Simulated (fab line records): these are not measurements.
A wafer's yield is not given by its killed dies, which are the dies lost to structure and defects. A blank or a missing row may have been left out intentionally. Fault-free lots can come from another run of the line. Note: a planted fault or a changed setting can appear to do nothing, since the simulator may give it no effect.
fab line records || flow n5-finfet || part 2 of 2: steps 22 to 28 of 28
record {"lots": 5, "wafers": 15, "last-day": 19}
route steps=1938 shown MOL_CONTACT_COAG@558
lots with no fault: from the same line, run without faults
start-h: the number of hours between the record's first day and the start of the first shown wafer of the lot || wait-h: hours from the lot's prior step to this one || " identical to the entry in the row above || L1.1+2: a single row standing in for several wafers || - no value present, or no start provided || * or withheld: withheld || < > ~ a bound
route shown NAME@n: a module of which the file shows steps, and the number in the route of the first || usual: mean/standard deviation taken from wafers without a fault || same: alike in all rows || chamber/n: place in a boat || sites: per-site readings || _std_site: standard deviation across them || _edge_site: outer sites' mean less inner sites' || radius-mm: for every site, how far away it sits from the centre of the wafer || mask NAME#n: copy n || behind: the tool/chamber that last shaped the wafer || hold: cause of the lot's hold/its duration in hours/its outcome || device: the n, p or np transistor that did not switch || end of line: tests run on the same wafers once the route is complete || where a step has no rows: the recipe by itself || killed: the dies lost at the first sort to structure and to defects; this is not the yield of the wafer || map: a wafer's dies, marking killed ones x, the rest . and places with no die _
set.NAME: the setting the step ran with; set.NAME@STEP: the setting that earlier step ran with || model.NAME: the simulator's own value behind a step, which no gauge read
lots seen at some steps along the route; tables by step, rows by wafer
services: when a tool's chamber went out of use (start-h, in hours from the record's first day, below 0 if earlier), for how many hours, and the reason
## steps
# step N5_MOL_CONTACT_COAG_ALD_131
# recipe {"material": "SiO2", "target-thk-a": 50, "temp-c": 100, "ald-precursor-family": "BDEAS", "ald-co-reactant": "O2-plasma", "pulse-time-s": 1, "co-reactant-pulse-time-s": 1, "purge-time-s": 2, "co-reactant-purge-time-s": 2, "ald-cycles": 35, "pressure-torr": 2}
# usual {"heater-power-w": "77/6.9", "precursor-pulse-height-rel": "0.999/0.021"}
{"lot.wafer": "L074.2", "tool": "ald-sin-02", "chamber": 0, "start-h": 116.40, "wait-h": 0.1, "heater-power-w": 70, "precursor-pulse-height-rel": 0.992}
{"lot.wafer": "L074.3", "tool": "ald-sin-02", "chamber": 3, "start-h": 116.40, "wait-h": 0.1, "heater-power-w": 86, "precursor-pulse-height-rel": 0.995}
{"lot.wafer": "L074.5", "tool": "ald-sin-02", "chamber": 1, "start-h": 116.40, "wait-h": 0.1, "heater-power-w": 78, "precursor-pulse-height-rel": 1.012}
{"lot.wafer": "L082.2", "tool": "ald-sin-02", "chamber": 2, "start-h": 148.99, "wait-h": 0.1, "heater-power-w": 69, "precursor-pulse-height-rel": 0.973}
{"lot.wafer": "L082.5", "tool": "ald-sin-02", "chamber": 1, "start-h": 148.99, "wait-h": 0.1, "heater-power-w": 77, "precursor-pulse-height-rel": 0.983}
{"lot.wafer": "L082.6", "tool": "ald-sin-02", "chamber": 2, "start-h": 148.99, "wait-h": 0.1, "heater-power-w": 68, "precursor-pulse-height-rel": 0.991}
{"lot.wafer": "L085.2", "tool": "ald-sin-01", "chamber": 1, "start-h": 166.95, "wait-h": 0.1, "heater-power-w": 88, "precursor-pulse-height-rel": 1.003}
{"lot.wafer": "L085.3", "tool": "ald-sin-01", "chamber": 2, "start-h": 166.95, "wait-h": 0.1, "heater-power-w": 79, "precursor-pulse-height-rel": 1.008}
{"lot.wafer": "L085.5", "tool": "ald-sin-01", "chamber": 3, "start-h": 166.95, "wait-h": 0.1, "heater-power-w": 67, "precursor-pulse-height-rel": 1.022}
{"lot.wafer": "L091.1", "tool": "ald-sin-03", "chamber": 3, "start-h": 199.06, "wait-h": 0.1, "heater-power-w": 84, "precursor-pulse-height-rel": 0.985}
{"lot.wafer": "L091.3", "tool": "ald-sin-03", "chamber": 2, "start-h": 199.06, "wait-h": 0.1, "heater-power-w": 78, "precursor-pulse-height-rel": 1.050}
{"lot.wafer": "L091.4", "tool": "ald-sin-03", "chamber": 0, "start-h": 199.06, "wait-h": 0.1, "heater-power-w": 85, "precursor-pulse-height-rel": 1.007}
{"lot.wafer": "L094.2", "tool": "ald-sin-02", "chamber": 2, "start-h": 219.29, "wait-h": 0.1, "heater-power-w": 67, "precursor-pulse-height-rel": 0.992}
{"lot.wafer": "L094.5", "tool": "ald-sin-02", "chamber": 3, "start-h": 219.29, "wait-h": 0.1, "heater-power-w": 86, "precursor-pulse-height-rel": 0.994}
{"lot.wafer": "L094.6", "tool": "ald-sin-02", "chamber": 0, "start-h": 219.29, "wait-h": 0.1, "heater-power-w": 65, "precursor-pulse-height-rel": 0.997}
# step N5_MOL_CONTACT_COAG_ETCHBACK_132
# recipe {"chemistry": "CHF3", "target": "SiO2", "target-depth-a": 100, "time-s": 6.7, "ion-energy-ev": 200, "pressure-mtorr": 30, "source-w": 610, "bias-w": 170, "Ar_flow_sccm": 200, "CHF3_flow_sccm": 50}
# usual {"drypump-motor-current-A": "5.9/0.48", "oes-product-au": "0.80/0.078", "rf-vpp-V": "519/9.4", "showerhead-plenum-p-Torr": "2.37/0.084", "throttle-valve-pct": "18.73/0.25"}
{"lot.wafer": "L074.2", "tool": "rie-diel-05", "chamber": 0, "start-h": 116.58, "wait-h": 0.1, "drypump-motor-current-A": 5.4, "oes-product-au": 0.88, "rf-hours-counter-h": 30, "rf-vpp-V": 513, "showerhead-plenum-p-Torr": 2.45, "throttle-valve-pct": 18.67}
{"lot.wafer": "L074.3", "tool": "rie-diel-05", "chamber": 2, "start-h": 116.58, "wait-h": 0.1, "drypump-motor-current-A": 5.6, "oes-product-au": 0.78, "rf-hours-counter-h": 165, "rf-vpp-V": 527, "showerhead-plenum-p-Torr": 2.47, "throttle-valve-pct": 18.78}
{"lot.wafer": "L074.5", "tool": "rie-diel-05", "chamber": 2, "start-h": 116.58, "wait-h": 0.1, "drypump-motor-current-A": 5.6, "oes-product-au": 0.77, "rf-hours-counter-h": "-", "rf-vpp-V": 525, "showerhead-plenum-p-Torr": 2.47, "throttle-valve-pct": 18.78}
{"lot.wafer": "L082.2", "tool": "rie-diel-01", "chamber": 2, "start-h": 149.17, "wait-h": 0.1, "drypump-motor-current-A": 5.4, "oes-product-au": 0.72, "rf-hours-counter-h": 194, "rf-vpp-V": 536, "showerhead-plenum-p-Torr": 2.46, "throttle-valve-pct": 18.88}
{"lot.wafer": "L082.5", "tool": "rie-diel-01", "chamber": 2, "start-h": 149.17, "wait-h": 0.1, "drypump-motor-current-A": 5.4, "oes-product-au": 0.72, "rf-hours-counter-h": "-", "rf-vpp-V": 538, "showerhead-plenum-p-Torr": 2.46, "throttle-valve-pct": 18.86}
{"lot.wafer": "L082.6", "tool": "rie-diel-01", "chamber": 3, "start-h": 149.17, "wait-h": 0.1, "drypump-motor-current-A": 5.1, "oes-product-au": 0.76, "rf-hours-counter-h": "-", "rf-vpp-V": 518, "showerhead-plenum-p-Torr": 2.18, "throttle-valve-pct": 18.49}
{"lot.wafer": "L085.2", "tool": "rie-diel-01", "chamber": 1, "start-h": 167.13, "wait-h": 0.1, "drypump-motor-current-A": 6.5, "oes-product-au": 0.86, "rf-hours-counter-h": 46, "rf-vpp-V": 512, "showerhead-plenum-p-Torr": 2.33, "throttle-valve-pct": 18.37}
{"lot.wafer": "L085.3", "tool": "rie-diel-01", "chamber": 3, "start-h": 167.13, "wait-h": 0.1, "drypump-motor-current-A": 5.1, "oes-product-au": 0.76, "rf-hours-counter-h": 159, "rf-vpp-V": 520, "showerhead-plenum-p-Torr": 2.18, "throttle-valve-pct": 18.52}
{"lot.wafer": "L085.5", "tool": "rie-diel-01", "chamber": 2, "start-h": 167.13, "wait-h": 0.1, "drypump-motor-current-A": 5.4, "oes-product-au": 0.71, "rf-hours-counter-h": "-", "rf-vpp-V": 537, "showerhead-plenum-p-Torr": 2.46, "throttle-valve-pct": 18.87}
{"lot.wafer": "L091.1", "tool": "rie-diel-03", "chamber": 3, "start-h": 199.24, "wait-h": 0.1, "drypump-motor-current-A": 5.6, "oes-product-au": 0.68, "rf-hours-counter-h": 243, "rf-vpp-V": 537, "showerhead-plenum-p-Torr": 2.45, "throttle-valve-pct": 19.32}
{"lot.wafer": "L091.3", "tool": "rie-diel-03", "chamber": 2, "start-h": 199.24, "wait-h": 0.1, "drypump-motor-current-A": 6.7, "oes-product-au": 0.84, "rf-hours-counter-h": 65, "rf-vpp-V": 509, "showerhead-plenum-p-Torr": 2.43, "throttle-valve-pct": 18.96}
{"lot.wafer": "L091.4", "tool": "rie-diel-03", "chamber": 1, "start-h": 199.24, "wait-h": 0.1, "drypump-motor-current-A": 6.5, "oes-product-au": 0.84, "rf-hours-counter-h": 50, "rf-vpp-V": 513, "showerhead-plenum-p-Torr": 2.42, "throttle-valve-pct": 18.55}
{"lot.wafer": "L094.2", "tool": "rie-diel-03", "chamber": 3, "start-h": 219.46, "wait-h": 0.1, "drypump-motor-current-A": 5.6, "oes-product-au": 0.68, "rf-hours-counter-h": 248, "rf-vpp-V": 538, "showerhead-plenum-p-Torr": 2.45, "throttle-valve-pct": 19.31}
{"lot.wafer": "L094.5", "tool": "rie-diel-03", "chamber": 0, "start-h": 219.46, "wait-h": 0.1, "drypump-motor-current-A": 6.0, "oes-product-au": 0.81, "rf-hours-counter-h": "-", "rf-vpp-V": 522, "showerhead-plenum-p-Torr": 2.31, "throttle-valve-pct": 18.77}
{"lot.wafer": "L094.6", "tool": "rie-diel-03", "chamber": 1, "start-h": 219.46, "wait-h": 0.1, "drypump-motor-current-A": 6.5, "oes-product-au": 0.83, "rf-hours-counter-h": "-", "rf-vpp-V": 513, "showerhead-plenum-p-Torr": 2.42, "throttle-valve-pct": 18.55}
# step N5_MOL_CONTACT_COAG_ETCH_91
# recipe {"chemistry": "N2/H2", "target": "SOC", "target-depth-a": 600, "overetch-a": 210, "mask-material": "SiARC", "temp-c": 40, "time-s": 101.2, "ion-energy-ev": 200, "pressure-mtorr": 30, "source-w": 840, "bias-w": 150, "n2-flow-sccm": 200, "h2-flow-sccm": 200}
# usual {"drypump-motor-current-A": "5.9/0.48", "oes-product-au": "0.67/0.062", "rf-vpp-V": "523.4/2.7", "showerhead-plenum-p-Torr": "2.52/0.091", "throttle-valve-pct": "17.78/0.26"}
{"lot.wafer": "L074.2", "tool": "rie-diel-05", "chamber": 0, "start-h": 116.61, "wait-h": 0.0, "drypump-motor-current-A": 5.4, "oes-product-au": 0.74, "rf-hours-counter-h": 30, "rf-vpp-V": 525.9, "showerhead-plenum-p-Torr": 2.59, "throttle-valve-pct": 17.61}
{"lot.wafer": "L074.3", "tool": "rie-diel-05", "chamber": 2, "start-h": 116.61, "wait-h": 0.0, "drypump-motor-current-A": 5.7, "oes-product-au": 0.64, "rf-hours-counter-h": 165, "rf-vpp-V": 527.0, "showerhead-plenum-p-Torr": 2.65, "throttle-valve-pct": 17.94}
{"lot.wafer": "L074.5", "tool": "rie-diel-05", "chamber": 2, "start-h": 116.61, "wait-h": 0.0, "drypump-motor-current-A": 5.6, "oes-product-au": 0.64, "rf-hours-counter-h": "-", "rf-vpp-V": 526.2, "showerhead-plenum-p-Torr": 2.65, "throttle-valve-pct": 17.93}
{"lot.wafer": "L082.2", "tool": "rie-diel-01", "chamber": 2, "start-h": 149.21, "wait-h": 0.0, "drypump-motor-current-A": 5.4, "oes-product-au": 0.61, "rf-hours-counter-h": 194, "rf-vpp-V": 526.4, "showerhead-plenum-p-Torr": 2.63, "throttle-valve-pct": 17.91}
{"lot.wafer": "L082.5", "tool": "rie-diel-01", "chamber": 2, "start-h": 149.21, "wait-h": 0.0, "drypump-motor-current-A": 5.4, "oes-product-au": 0.61, "rf-hours-counter-h": "-", "rf-vpp-V": 524.2, "showerhead-plenum-p-Torr": 2.63, "throttle-valve-pct": 17.92}
{"lot.wafer": "L082.6", "tool": "rie-diel-01", "chamber": 3, "start-h": 149.21, "wait-h": 0.0, "drypump-motor-current-A": 5.1, "oes-product-au": 0.64, "rf-hours-counter-h": "-", "rf-vpp-V": 517.9, "showerhead-plenum-p-Torr": 2.32, "throttle-valve-pct": 17.48}
{"lot.wafer": "L085.2", "tool": "rie-diel-01", "chamber": 1, "start-h": 167.17, "wait-h": 0.0, "drypump-motor-current-A": 6.4, "oes-product-au": 0.70, "rf-hours-counter-h": 46, "rf-vpp-V": 521.9, "showerhead-plenum-p-Torr": 2.50, "throttle-valve-pct": 17.55}
{"lot.wafer": "L085.3", "tool": "rie-diel-01", "chamber": 3, "start-h": 167.17, "wait-h": 0.0, "drypump-motor-current-A": 5.1, "oes-product-au": 0.63, "rf-hours-counter-h": 159, "rf-vpp-V": 517.5, "showerhead-plenum-p-Torr": 2.32, "throttle-valve-pct": 17.46}
{"lot.wafer": "L085.5", "tool": "rie-diel-01", "chamber": 2, "start-h": 167.17, "wait-h": 0.0, "drypump-motor-current-A": 5.4, "oes-product-au": 0.60, "rf-hours-counter-h": "-", "rf-vpp-V": 526.1, "showerhead-plenum-p-Torr": 2.63, "throttle-valve-pct": 17.92}
{"lot.wafer": "L091.1", "tool": "rie-diel-03", "chamber": 3, "start-h": 199.27, "wait-h": 0.0, "drypump-motor-current-A": 5.6, "oes-product-au": 0.57, "rf-hours-counter-h": 243, "rf-vpp-V": 526.7, "showerhead-plenum-p-Torr": 2.62, "throttle-valve-pct": 18.41}
{"lot.wafer": "L091.3", "tool": "rie-diel-03", "chamber": 2, "start-h": 199.27, "wait-h": 0.0, "drypump-motor-current-A": 6.7, "oes-product-au": 0.70, "rf-hours-counter-h": 65, "rf-vpp-V": 526.2, "showerhead-plenum-p-Torr": 2.58, "throttle-valve-pct": 17.87}
{"lot.wafer": "L091.4", "tool": "rie-diel-03", "chamber": 1, "start-h": 199.27, "wait-h": 0.0, "drypump-motor-current-A": 6.5, "oes-product-au": 0.71, "rf-hours-counter-h": 50, "rf-vpp-V": 523.9, "showerhead-plenum-p-Torr": 2.58, "throttle-valve-pct": 17.58}
{"lot.wafer": "L094.2", "tool": "rie-diel-03", "chamber": 3, "start-h": 219.50, "wait-h": 0.0, "drypump-motor-current-A": 5.6, "oes-product-au": 0.57, "rf-hours-counter-h": 248, "rf-vpp-V": 526.2, "showerhead-plenum-p-Torr": 2.61, "throttle-valve-pct": 18.42}
{"lot.wafer": "L094.5", "tool": "rie-diel-03", "chamber": 0, "start-h": 219.50, "wait-h": 0.0, "drypump-motor-current-A": 6.0, "oes-product-au": 0.68, "rf-hours-counter-h": "-", "rf-vpp-V": 520.9, "showerhead-plenum-p-Torr": 2.47, "throttle-valve-pct": 18.01}
{"lot.wafer": "L094.6", "tool": "rie-diel-03", "chamber": 1, "start-h": 219.50, "wait-h": 0.0, "drypump-motor-current-A": 6.5, "oes-product-au": 0.71, "rf-hours-counter-h": "-", "rf-vpp-V": 525.1, "showerhead-plenum-p-Torr": 2.58, "throttle-valve-pct": 17.60}
# step N5_MOL_CONTACT_COAG_STRIP_92
# recipe {"chemistry": "N2/H2", "temp-c": 40, "n2-flow-sccm": 200, "h2-flow-sccm": 200, "rf-frequency-hz": 6e+07}
{"lot.wafer": "L074.2+3+5", "tool": "rie-diel-05", "chamber": "0,2,2", "start-h": 116.68, "wait-h": 0.0}
{"lot.wafer": "L082.2+5+6", "tool": "rie-diel-01", "chamber": "2,2,3", "start-h": 149.28, "wait-h": 0.0}
{"lot.wafer": "L085.2+3+5", "tool": "rie-diel-01", "chamber": "1,3,2", "start-h": 167.24, "wait-h": 0.0}
{"lot.wafer": "L091.1+3+4", "tool": "rie-diel-03", "chamber": "3,2,1", "start-h": 199.34, "wait-h": 0.0}
{"lot.wafer": "L094.2+5+6", "tool": "rie-diel-03", "chamber": "3,0,1", "start-h": 219.57, "wait-h": 0.0}
# step N5_MOL_CONTACT_COAG_STRIP_93
# recipe {"chemistry": "N2/H2", "temp-c": 40, "n2-flow-sccm": 200, "h2-flow-sccm": 200, "rf-frequency-hz": 6e+07}
{"lot.wafer": "L074.2+3+5", "tool": "rie-diel-05", "chamber": "0,2,2", "start-h": 116.69, "wait-h": 0.0}
{"lot.wafer": "L082.2+5+6", "tool": "rie-diel-01", "chamber": "2,2,3", "start-h": 149.29, "wait-h": 0.0}
{"lot.wafer": "L085.2+3+5", "tool": "rie-diel-01", "chamber": "1,3,2", "start-h": 167.25, "wait-h": 0.0}
{"lot.wafer": "L091.1+3+4", "tool": "rie-diel-03", "chamber": "3,2,1", "start-h": 199.35, "wait-h": 0.0}
{"lot.wafer": "L094.2+5+6", "tool": "rie-diel-03", "chamber": "3,0,1", "start-h": 219.58, "wait-h": 0.0}
# step N5_MOL_CONTACT_COAG_ETCHBACK_135
# recipe {"chemistry": "CHF3", "target": "SiO2", "target-depth-a": 250, "time-s": 16.7, "ion-energy-ev": 200, "pressure-mtorr": 30, "source-w": 610, "bias-w": 170, "Ar_flow_sccm": 200, "CHF3_flow_sccm": 50}
# usual {"drypump-motor-current-A": "5.9/0.48", "oes-product-au": "0.80/0.076", "rf-vpp-V": "519/9.6", "showerhead-plenum-p-Torr": "2.37/0.084", "throttle-valve-pct": "18.72/0.25"}
{"lot.wafer": "L074.2", "tool": "rie-diel-05", "chamber": 0, "start-h": 116.70, "wait-h": 0.0, "drypump-motor-current-A": 5.3, "oes-product-au": 0.88, "rf-hours-counter-h": 30, "rf-vpp-V": 513, "showerhead-plenum-p-Torr": 2.45, "throttle-valve-pct": 18.67}
{"lot.wafer": "L074.3", "tool": "rie-diel-05", "chamber": 2, "start-h": 116.70, "wait-h": 0.0, "drypump-motor-current-A": 5.6, "oes-product-au": 0.78, "rf-hours-counter-h": 165, "rf-vpp-V": 527, "showerhead-plenum-p-Torr": 2.47, "throttle-valve-pct": 18.77}
{"lot.wafer": "L074.5", "tool": "rie-diel-05", "chamber": 2, "start-h": 116.70, "wait-h": 0.0, "drypump-motor-current-A": 5.6, "oes-product-au": 0.77, "rf-hours-counter-h": "-", "rf-vpp-V": 525, "showerhead-plenum-p-Torr": 2.47, "throttle-valve-pct": 18.76}
{"lot.wafer": "L082.2", "tool": "rie-diel-01", "chamber": 2, "start-h": 149.30, "wait-h": 0.0, "drypump-motor-current-A": 5.4, "oes-product-au": 0.72, "rf-hours-counter-h": 194, "rf-vpp-V": 539, "showerhead-plenum-p-Torr": 2.46, "throttle-valve-pct": 18.85}
{"lot.wafer": "L082.5", "tool": "rie-diel-01", "chamber": 2, "start-h": 149.30, "wait-h": 0.0, "drypump-motor-current-A": 5.4, "oes-product-au": 0.72, "rf-hours-counter-h": "-", "rf-vpp-V": 537, "showerhead-plenum-p-Torr": 2.46, "throttle-valve-pct": 18.86}
{"lot.wafer": "L082.6", "tool": "rie-diel-01", "chamber": 3, "start-h": 149.30, "wait-h": 0.0, "drypump-motor-current-A": 5.1, "oes-product-au": 0.76, "rf-hours-counter-h": "-", "rf-vpp-V": 520, "showerhead-plenum-p-Torr": 2.18, "throttle-valve-pct": 18.49}
{"lot.wafer": "L085.2", "tool": "rie-diel-01", "chamber": 1, "start-h": 167.26, "wait-h": 0.0, "drypump-motor-current-A": 6.4, "oes-product-au": 0.85, "rf-hours-counter-h": 46, "rf-vpp-V": 511, "showerhead-plenum-p-Torr": 2.33, "throttle-valve-pct": 18.35}
{"lot.wafer": "L085.3", "tool": "rie-diel-01", "chamber": 3, "start-h": 167.26, "wait-h": 0.0, "drypump-motor-current-A": 5.1, "oes-product-au": 0.76, "rf-hours-counter-h": 159, "rf-vpp-V": 520, "showerhead-plenum-p-Torr": 2.18, "throttle-valve-pct": 18.51}
{"lot.wafer": "L085.5", "tool": "rie-diel-01", "chamber": 2, "start-h": 167.26, "wait-h": 0.0, "drypump-motor-current-A": 5.4, "oes-product-au": 0.72, "rf-hours-counter-h": "-", "rf-vpp-V": 539, "showerhead-plenum-p-Torr": 2.46, "throttle-valve-pct": 18.89}
{"lot.wafer": "L091.1", "tool": "rie-diel-03", "chamber": 3, "start-h": 199.36, "wait-h": 0.0, "drypump-motor-current-A": 5.6, "oes-product-au": 0.69, "rf-hours-counter-h": 243, "rf-vpp-V": 538, "showerhead-plenum-p-Torr": 2.45, "throttle-valve-pct": 19.31}
{"lot.wafer": "L091.3", "tool": "rie-diel-03", "chamber": 2, "start-h": 199.36, "wait-h": 0.0, "drypump-motor-current-A": 6.7, "oes-product-au": 0.83, "rf-hours-counter-h": 65, "rf-vpp-V": 507, "showerhead-plenum-p-Torr": 2.43, "throttle-valve-pct": 18.94}
{"lot.wafer": "L091.4", "tool": "rie-diel-03", "chamber": 1, "start-h": 199.36, "wait-h": 0.0, "drypump-motor-current-A": 6.5, "oes-product-au": 0.83, "rf-hours-counter-h": 50, "rf-vpp-V": 511, "showerhead-plenum-p-Torr": 2.42, "throttle-valve-pct": 18.53}
{"lot.wafer": "L094.2", "tool": "rie-diel-03", "chamber": 3, "start-h": 219.59, "wait-h": 0.0, "drypump-motor-current-A": 5.6, "oes-product-au": 0.68, "rf-hours-counter-h": 248, "rf-vpp-V": 536, "showerhead-plenum-p-Torr": 2.45, "throttle-valve-pct": 19.32}
{"lot.wafer": "L094.5", "tool": "rie-diel-03", "chamber": 0, "start-h": 219.59, "wait-h": 0.0, "drypump-motor-current-A": 6.0, "oes-product-au": 0.81, "rf-hours-counter-h": "-", "rf-vpp-V": 522, "showerhead-plenum-p-Torr": 2.31, "throttle-valve-pct": 18.77}
{"lot.wafer": "L094.6", "tool": "rie-diel-03", "chamber": 1, "start-h": 219.59, "wait-h": 0.0, "drypump-motor-current-A": 6.5, "oes-product-au": 0.83, "rf-hours-counter-h": "-", "rf-vpp-V": 512, "showerhead-plenum-p-Torr": 2.42, "throttle-valve-pct": 18.56}
# step N5_MOL_CONTACT_COAG_STRIP_118
# recipe {"chemistry": "CHF3", "resist": "SiARC", "rf-frequency-hz": 6e+07}
{"lot.wafer": "L074.2+3+5", "tool": "rie-diel-05", "chamber": "0,2,2", "start-h": 116.73, "wait-h": 0.0}
{"lot.wafer": "L082.2+5+6", "tool": "rie-diel-01", "chamber": "2,2,3", "start-h": 149.32, "wait-h": 0.0}
{"lot.wafer": "L085.2+3+5", "tool": "rie-diel-01", "chamber": "1,3,2", "start-h": 167.28, "wait-h": 0.0}
{"lot.wafer": "L091.1+3+4", "tool": "rie-diel-03", "chamber": "3,2,1", "start-h": 199.39, "wait-h": 0.0}
{"lot.wafer": "L094.2+5+6", "tool": "rie-diel-03", "chamber": "3,0,1", "start-h": 219.61, "wait-h": 0.0}
## services
{"tool": "euv-scanner-01", "chamber": "-", "start-h": 95.39, "hours": 0.4, "kind": "repair"}
{"tool": "rie-diel-05", "chamber": 3, "start-h": 96.30, "hours": 1.8, "kind": "repair"}
{"tool": "euv-scanner-02", "chamber": "-", "start-h": 98.06, "hours": 1.0, "kind": "pm"}
{"tool": "rie-diel-05", "chamber": 2, "start-h": 100.11, "hours": 16.3, "kind": "repair"}
{"tool": "euv-scanner-01", "chamber": "-", "start-h": 107.84, "hours": 5.8, "kind": "pm"}
{"tool": "ald-sin-01", "chamber": "-", "start-h": 110.18, "hours": 2.8, "kind": "pm"}
{"tool": "ald-sin-03", "chamber": "-", "start-h": 110.86, "hours": 1.4, "kind": "repair"}
{"tool": "euv-scanner-01", "chamber": "-", "start-h": 115.13, "hours": 0.2, "kind": "repair"}
{"tool": "cmp-02", "chamber": "-", "start-h": 118.45, "hours": 4.0, "kind": "pm"}
{"tool": "rie-diel-05", "chamber": 3, "start-h": 119.45, "hours": 6.4, "kind": "repair"}
{"tool": "ald-sin-01", "chamber": 1, "start-h": 127.63, "hours": 3.0, "kind": "repair"}
{"tool": "cmp-02", "chamber": "-", "start-h": 132.23, "hours": 5.9, "kind": "pm"}
{"tool": "euv-scanner-02", "chamber": "-", "start-h": 133.99, "hours": 1.3, "kind": "repair"}
{"tool": "cmp-04", "chamber": "-", "start-h": 134.18, "hours": 0.7, "kind": "repair"}
{"tool": "euv-scanner-01", "chamber": "-", "start-h": 135.32, "hours": 1.0, "kind": "pm"}
{"tool": "euv-scanner-02", "chamber": "-", "start-h": 154.17, "hours": 1.0, "kind": "pm"}
{"tool": "rie-diel-03", "chamber": 2, "start-h": 157.49, "hours": 2.7, "kind": "repair"}
{"tool": "euv-scanner-02", "chamber": "-", "start-h": 166.19, "hours": 0.2, "kind": "repair"}
{"tool": "euv-scanner-02", "chamber": "-", "start-h": 172.86, "hours": 5.8, "kind": "pm"}
{"tool": "ald-sin-02", "chamber": "-", "start-h": 176.75, "hours": 14.0, "kind": "pm"}
{"tool": "ald-sin-03", "chamber": 3, "start-h": 193.74, "hours": 3.0, "kind": "repair"}
{"tool": "euv-scanner-02", "chamber": "-", "start-h": 206.41, "hours": 6.2, "kind": "pm"}
{"tool": "euv-scanner-02", "chamber": "-", "start-h": 212.66, "hours": 4.6, "kind": "pm"}
{"tool": "ald-sin-02", "chamber": 1, "start-h": 218.77, "hours": 4.4, "kind": "repair"}
